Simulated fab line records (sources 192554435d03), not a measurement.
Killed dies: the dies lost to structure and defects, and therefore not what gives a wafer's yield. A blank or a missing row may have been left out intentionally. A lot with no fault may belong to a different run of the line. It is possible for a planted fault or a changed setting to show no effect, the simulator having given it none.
Problem report, 8D (eight disciplines) form, completed by code || flow n5Finfet || the parts of the form that need people (team, actions taken, sign-off) are left out

## 1. THE ISSUE
Wafers with no fault read 2769.7 s with a standard deviation of 0.71, whereas runLengthS at N5_MOL_CONTACT_COAG_ALD_27 reads a mean of 1449.7 s on 1 wafer of 1 lot. That is -99 or more standard deviations from the usual mean.
The step: deposits SiOC, target thk 17 nm, pulse time 1.5 s, time 2720 s.
Earliest sighting: wafer L518.2 on aldSin-02 at day 7 01:52. The record holds 8 wafers of 3 lots with a number at this step. The rule behind "out" and "out of limits": a value lying over 4 standard deviations away from the usual mean. The other wafers with a number count as sound.

## 2. WHAT IT IS AND WHAT IT IS NOT
{"question": "which readings at this step", "is": "runLengthS", "is not": "heaterPowerW, precursorPulseHeightRel"}
{"question": "which lots", "is": "L518", "is not": "L513, L525"}
{"question": "which wafers of those lots", "is": "L518.2", "is not": "L518.1"}
{"question": "read on which tools", "is": "aldSin-02", "is not": "aldSin-03"}
{"question": "when", "is": "from day 7 01:52", "is not": "up to then (4 sound wafers); but 3 sound wafers of L525 came after"}

## 3. SUSPECTS, AND WHAT RULES EACH OUT
Counting: if a tool at a process step up to the reading ran every lot that is out, it stays a suspect. Sound lots after the first of them don't rule it out here, since some wafers of a struck lot are sound.
- aldSin-02 at N5_MOL_CONTACT_COAG_ALD_27 (deposits SiOC, target thk 17 nm, pulse time 1.5 s, time 2720 s): kept. It processed L518, the lot that is out, at day 7 01:52, and its most recent sound lot before then was L513 at day 5 21:17. Its own runLengthS readings are out on those wafers.
- Within aldSin-02 at N5_MOL_CONTACT_COAG_ALD_27: the wafers that are out ran in chamber 1; their sound lot-mates ran in chamber 0.
Remaining after the count: aldSin-02 at N5_MOL_CONTACT_COAG_ALD_27.

## 4. THE CAUSE (what the simulator had put in)
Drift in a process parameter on aldSin-02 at N5_MOL_CONTACT_COAG_ALD_27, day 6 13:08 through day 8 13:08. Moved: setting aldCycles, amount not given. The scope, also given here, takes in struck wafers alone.
The count eliminated every tool but this one.

## 5. THE EFFECT CHAIN, in route order
Each row: a reading whose mean over the struck wafers that have a number lies more than 3 standard deviations from the usual. Only readings whose record carries a usual standard deviation are examined. hours: median over the lots of the time between each lot's start at the first step of this table that gives one and its start at this step. sigmas: the change, counted in usual standard deviations.
{"hours": 0, "step": "N5_MOL_CONTACT_COAG_ALD_27", "reading": "runLengthS", "usual": "2769.7 s", "on struck wafers": 1449.7, "change": -1320.0, "sigmas": "-99 or more"}
The process steps in it:
- N5_MOL_CONTACT_COAG_ALD_27: deposits SiOC, target thk 17 nm, pulse time 1.5 s, time 2720 s.
Later steps that measure or inspect, where all struck wafers having a row at the step show a number for every such reading and not one has moved that far: N5_BEOL_M4_RC_MEAS_101.

## 6. HOW IT WOULD HAVE BEEN CAUGHT EARLIER
In this record the first reading out of limits was taken at day 7 01:52, 13 hours after the fault began at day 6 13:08.
